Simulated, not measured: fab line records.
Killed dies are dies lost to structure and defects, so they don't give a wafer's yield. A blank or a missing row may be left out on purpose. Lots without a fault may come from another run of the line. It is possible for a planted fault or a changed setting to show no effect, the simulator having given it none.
Which tool is to blame?	flow n5_finfet	11 lots, 32 wafers sampled, at 4 steps of a route of 1938

## WHAT EACH GAUGE READ, for each wafer
N5_BEOL_M5_CD_MEAS_28: target cd 30.6 nm, target cd y 20 nm.
lot	measured	on	cd_nm (nm)
L875	day 9 21:53	cd_sem-03	30.91 30.97 30.72
L877	day 10 14:19	cd_sem-01	30.38 30.59 30.14
L878	day 11 03:21	cd_sem-02	30.24 30.78 30.33
L879	day 11 09:21	cd_sem-02	30.72 30.63 30.71
L881	day 12 01:40	cd_sem-02	30.68 31.01 30.55
L885	day 12 17:57	cd_sem-01	30.78 30.59 30.68
L884	day 12 18:02	cd_sem-01	30.47 30.63 30.66
L888	day 13 06:13	cd_sem-02	30.68 30.81 30.13
L887	day 13 23:43	cd_sem-02	30.60 30.54 31.04
L892	day 14 22:06	cd_sem-03	30.77 30.70
L898	day 15 20:11	cd_sem-01	30.72 31.19 30.80

N5_BEOL_M5_OVL_MEAS_29.
lot	measured	on	V4_OVL (nm)
L875	day 9 21:55	overlay-02	-0.7 0.1 -1.2
L877	day 10 14:20	overlay-02	-0.2 -0.7 -0.4
L878	day 11 03:23	overlay-01	-0.5 -0.8 -0.6
L879	day 11 09:23	overlay-01	-1.3 -1.5 -0.2
L881	day 12 01:42	overlay-02	0.4 0.6 0.4
L885	day 12 17:59	overlay-01	0.8 0.5 0.2
L884	day 12 18:04	overlay-01	-0.1 0.0 0.1
L888	day 13 06:15	overlay-01	-0.4 -0.1 1.1
L887	day 13 23:44	overlay-01	-0.1 0.5 -0.4
L892	day 14 22:08	overlay-02	0.1 -0.7
L898	day 15 20:14	overlay-01	0.3 0.3 0.5

N5_BEOL_M5_OCD_MEAS_38.
lot	measured	on	trench_depth_nm (nm)
L875	day 9 22:26	ocd-01	72.5 70.4 71.4
L877	day 10 14:51	ocd-01	68.7 72.1 71.0
L878	day 11 03:54	ocd-01	68.0 70.6 72.1
L879	day 11 09:53	ocd-01	72.4 73.9 74.1
L881	day 12 02:14	ocd-01	70.7 72.8 70.5
L885	day 12 18:41	ocd-02	72.0 72.1 72.2
L884	day 12 19:06	ocd-02	70.4 69.7 71.6
L888	day 13 06:56	ocd-02	71.2 71.9 72.0
L887	day 14 00:34	ocd-01	70.4 71.7 69.8
L892	day 14 22:59	ocd-01	72.4 72.1
L898	day 15 20:56	ocd-01	70.3 69.9 69.1

## WHAT TOOL EACH LOT RAN ON (gives the tool, then ch and the chambers of the sampled wafers, and finally the start)
lot	N5_BEOL_M5_ETCH_41
L875	rie_diel-05 ch 0,2,3, day 9 22:19
L877	rie_diel-05 ch 1,2, day 10 14:44
L878	rie_diel-05 ch 0,1,3, day 11 03:47
L879	rie_diel-02 ch 0,1,3, day 11 09:46
L881	rie_diel-05 ch 2,3, day 12 02:06
L885	rie_diel-02 ch 1,2,3, day 12 18:34
L884	rie_diel-06 ch 1,2,3, day 12 18:59
L888	rie_diel-02 ch 1,2, day 13 06:48
L887	rie_diel-05 ch 1,3, day 14 00:26
L892	rie_diel-02 ch 0,1, day 14 22:51
L898	rie_diel-06 ch 2, day 15 20:45
- N5_BEOL_M5_ETCH_41: etches SiCN in CH3F/O2, target depth 31.5 nm, time 56.7 s.

## WHAT THE TOOLS THEMSELVES READ (means of the sampled wafers that have a number; where no wafer has one, the mark that the record gives instead)
N5_BEOL_M5_ETCH_41.
lot	tool	bias_w (W)	chamber_pressure_mTorr (mTorr)	drypump_motor_current_A (A)	oes_product_au (a.u.)	rf_vpp_V (V)	showerhead_plenum_p_Torr (Torr)	throttle_valve_pct (%)
L875	rie_diel-05	74.98	29.993	5.7	0.82	297.8	2.01	16.35
L877	rie_diel-05	74.78	29.977	5.9	0.72	298.8	2.07	16.66
L878	rie_diel-05	75.04	29.998	5.5	0.77	297.0	2.00	16.26
L879	rie_diel-02	75.04	30.029	6.0	0.89	298.8	2.06	16.13
L881	rie_diel-05	74.86	30.029	5.4	0.71	297.8	2.01	16.36
L885	rie_diel-02	74.97	30.014	5.7	0.83	297.1	2.02	16.38
L884	rie_diel-06	75.00	30.005	6.2	0.76	296.6	1.97	16.59
L888	rie_diel-02	74.77	30.002	5.7	0.79	296.0	1.98	16.32
L887	rie_diel-05	74.87	29.987	5.3	0.78	296.5	2.00	16.11
L892	rie_diel-02	74.68	29.999	6.3	1.02	298.5	2.08	15.97
L898	rie_diel-06	75.10	29.967	6.1	0.84	298.3	2.02	16.44

## THE ANSWER, worked out from the rows above alone
Rule: usual is defined by the lots themselves. Put in order of their means at a reading, lots are off if they are a third of the lots or fewer, leave a main group of 4 or more, and stand apart from it by a gap of 3 or more times the standard deviation of the main group's means; of several such gaps the widest counts. If all means in a main group match to the digits the tables above print for the reading, that group is not used. A lot without any number at a reading at which 4 lots or more have one is off too. Any other lot the step has rows for is counted as sound. After the gauges, taken in route order, come the tools' own readings; for these a lot's mean is taken, as printed above. At the first step where some lot is off, the reading lying furthest off is the one used; lots without a number count as furthest.
No lot is off on any of the readings shown, so nothing can be concluded from this.

## WHAT THE SIMULATOR HAD PUT IN
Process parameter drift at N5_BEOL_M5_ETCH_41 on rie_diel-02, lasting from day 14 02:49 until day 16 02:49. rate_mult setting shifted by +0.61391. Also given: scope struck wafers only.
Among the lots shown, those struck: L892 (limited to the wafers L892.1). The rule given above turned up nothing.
